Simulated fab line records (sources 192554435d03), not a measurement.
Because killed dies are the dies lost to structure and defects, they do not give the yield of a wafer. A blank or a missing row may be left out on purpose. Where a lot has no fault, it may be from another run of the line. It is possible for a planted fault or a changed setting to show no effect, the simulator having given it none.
Matching of chambers + flow n5-finfet + 4 sister chambers for N5_FIN_SAQP_ETCH_57 on rie-diel-04
The step etches SiNx in CH3F/O2, target depth 32.5 nm, time 46.4 s. 20 wafers are shown with their chamber, then 10 later ones without.

WAFERS WITH THEIR CHAMBER
| wafer  | chamber | drypump-motor-current-A (A) | showerhead-plenum-p-Torr (Torr) | throttle-valve-pct (%) |
|--------|---------|-----------------------------|---------------------------------|------------------------|
| L075.1 | 2       | 5.7                         | 2.05                            | 16.81                  |
| L075.2 | 0       | 5.5                         | 2.06                            | 16.79                  |
| L075.4 | 3       | 5.4                         | 2.04                            | 16.33                  |
| L080.1 | 1       | 4.7                         | 1.98                            | 16.53                  |
| L080.3 | 2       | 5.6                         | 2.05                            | 16.84                  |
| L080.4 | 3       | 5.4                         | 2.04                            | 16.34                  |
| L082.2 | 2       | 5.7                         | 2.05                            | 16.85                  |
| L082.3 | 1       | 4.7                         | 1.98                            | 16.56                  |
| L082.6 | 1       | 4.8                         | 1.98                            | 16.55                  |
| L083.1 | 3       | 5.4                         | 2.04                            | 16.35                  |
| L083.2 | 2       | 5.7                         | 2.05                            | 16.86                  |
| L083.6 | 3       | 5.4                         | 2.04                            | 16.34                  |
| L084.1 | 2       | 5.6                         | 2.05                            | 16.85                  |
| L084.2 | 3       | 5.4                         | 2.04                            | 16.36                  |
| L084.4 | 3       | 5.4                         | 2.04                            | 16.35                  |
| L086.1 | 3       | 5.4                         | 2.03                            | 16.37                  |
| L086.3 | 0       | 5.5                         | 2.05                            | 16.35                  |
| L086.4 | 1       | 4.7                         | 1.98                            | 16.54                  |
| L090.1 | 1       | 4.7                         | 1.98                            | 16.59                  |
| L090.2 | 3       | 5.4                         | 2.03                            | 16.39                  |

SIGNATURES, as means of the wafers listed above
| reading                  | chamber 0 | chamber 1 | chamber 2 | chamber 3 | scatter within a chamber |
|--------------------------|-----------|-----------|-----------|-----------|--------------------------|
| drypump-motor-current-A  | 5.500     | 4.720     | 5.660     | 5.400     | 0.0354                   |
| showerhead-plenum-p-Torr | 2.0550    | 1.9800    | 2.0500    | 2.0375    | 0.00354                  |
| throttle-valve-pct       | 16.5700   | 16.5540   | 16.8420   | 16.3538   | 0.0802                   |
Rule: distance of a wafer from a chamber = root of the sum over the readings of ((wafer's reading minus chamber's mean) / reading's scatter) squared. If the next closest chamber is less than 2 further off than the closest, the wafer can't be placed; otherwise it belongs to the closest. The scatter: the root of (the sum of the squares of (reading less its chamber's mean) over the shown wafers, divided by (wafers less chambers)).

WAFERS WHOSE CHAMBER IS MISSING
| wafer  | drypump-motor-current-A (A) | showerhead-plenum-p-Torr (Torr) | throttle-valve-pct (%) |
|--------|-----------------------------|---------------------------------|------------------------|
| L090.5 | 5.4                         | 2.03                            | 16.38                  |
| L093.1 | 5.4                         | 2.05                            | 16.40                  |
| L093.4 | 5.4                         | 2.03                            | 16.40                  |
| L093.6 | 5.4                         | 2.05                            | 16.39                  |
| L096.1 | 4.8                         | 1.97                            | 16.59                  |
| L096.3 | 5.4                         | 2.03                            | 16.40                  |
| L096.5 | 5.6                         | 2.04                            | 16.43                  |
| L097.3 | 5.4                         | 2.03                            | 16.42                  |
| L097.4 | 5.6                         | 2.04                            | 16.44                  |
| L097.6 | 5.6                         | 2.04                            | 16.44                  |

EACH ONE'S CHAMBER
| wafer  | from the rows above          | in truth |
|--------|------------------------------|----------|
| L090.5 | 3                            | 3        |
| L093.1 | can't be placed: 3 or 0      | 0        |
| L093.4 | 3                            | 3        |
| L093.6 | can't be placed: 3 or 0      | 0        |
| L096.1 | 1                            | 1        |
| L096.3 | 3                            | 3        |
| L096.5 | can't be placed: 0 or 3 or 2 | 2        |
| L097.3 | 3                            | 3        |
| L097.4 | can't be placed: 0 or 3 or 2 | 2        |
| L097.6 | can't be placed: 0 or 3 or 2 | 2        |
5 of 10 placed correctly. Cannot be placed on the basis of these rows: 5; the candidates contain the true chamber in 5. 0 placed wrongly.
